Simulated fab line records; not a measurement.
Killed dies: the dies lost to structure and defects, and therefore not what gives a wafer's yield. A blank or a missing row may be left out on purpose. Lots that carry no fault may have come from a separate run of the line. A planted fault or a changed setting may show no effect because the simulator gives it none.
Matching of chambers ; flow n5Finfet ; N5_FIN_SAQP_DESCUM_21 on rieDiel-01: 4 sister chambers
The step chemistry O2, time 7.9 s. 14 wafers are shown with their chamber, then 7 later ones without.

== WAFERS, EACH WITH ITS CHAMBER ==
wafer;chamber;showerheadPlenumPTorr (Torr);drypumpMotorCurrentA (A);throttleValvePct (%)
L076.1;0;2.17;6.4;20.58
L076.4;3;2.07;6.0;20.38
L076.5;1;2.06;5.8;20.82
L078.1;3;2.07;5.9;20.40
L078.3;1;2.06;5.8;20.83
L078.4;2;2.04;6.6;20.87
L083.2;1;2.05;5.8;20.85
L083.4;0;2.17;6.4;20.60
L083.6;1;2.05;5.7;20.84
L084.1;2;2.03;6.5;20.89
L084.4;1;2.05;5.8;20.85
L084.6;2;2.03;6.6;20.90
L087.1;3;2.06;6.0;19.98
L087.2;2;2.03;6.6;20.90

SIGNATURES (means of the wafers above)
reading;chamber 0;chamber 1;chamber 2;chamber 3;scatter within a chamber
showerheadPlenumPTorr;2.1700;2.0540;2.0325;2.0667;0.00512
drypumpMotorCurrentA;6.400;5.780;6.575;5.967;0.0471
throttleValvePct;20.5900;20.8380;20.8900;20.2533;0.107
Rule: for a wafer and a chamber, the distance is found by dividing, reading by reading, the gap between the wafer's reading and the chamber's mean by the reading's scatter, squaring, summing and taking the root. If the next closest chamber is less than 2 further off than the closest, the wafer can't be placed; otherwise it belongs to the closest. The scatter: the root of (the sum of the squares of (reading less its chamber's mean) over the shown wafers, divided by (wafers less chambers)).

== WAFERS WHOSE CHAMBER IS MISSING ==
wafer;showerheadPlenumPTorr (Torr);drypumpMotorCurrentA (A);throttleValvePct (%)
L087.5;2.06;6.0;20.00
L089.2;2.05;5.8;20.40
L089.3;2.03;6.6;20.90
L089.6;2.05;5.8;20.37
L091.1;2.03;6.6;20.93
L091.2;2.05;5.7;20.41
L091.6;2.06;6.0;20.00

== WHICH CHAMBER EACH WENT THROUGH ==
wafer;from the rows above;in truth
L087.5;3;3
L089.2;can't be placed: 1 or 3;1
L089.3;2;2
L089.6;can't be placed: 1 or 3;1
L091.1;2;2
L091.2;1;1
L091.6;3;3
Correctly placed: 5 of 7. Cannot be placed on the basis of these rows: 2; the candidates contain the true chamber in 2. Wrongly placed: 0.
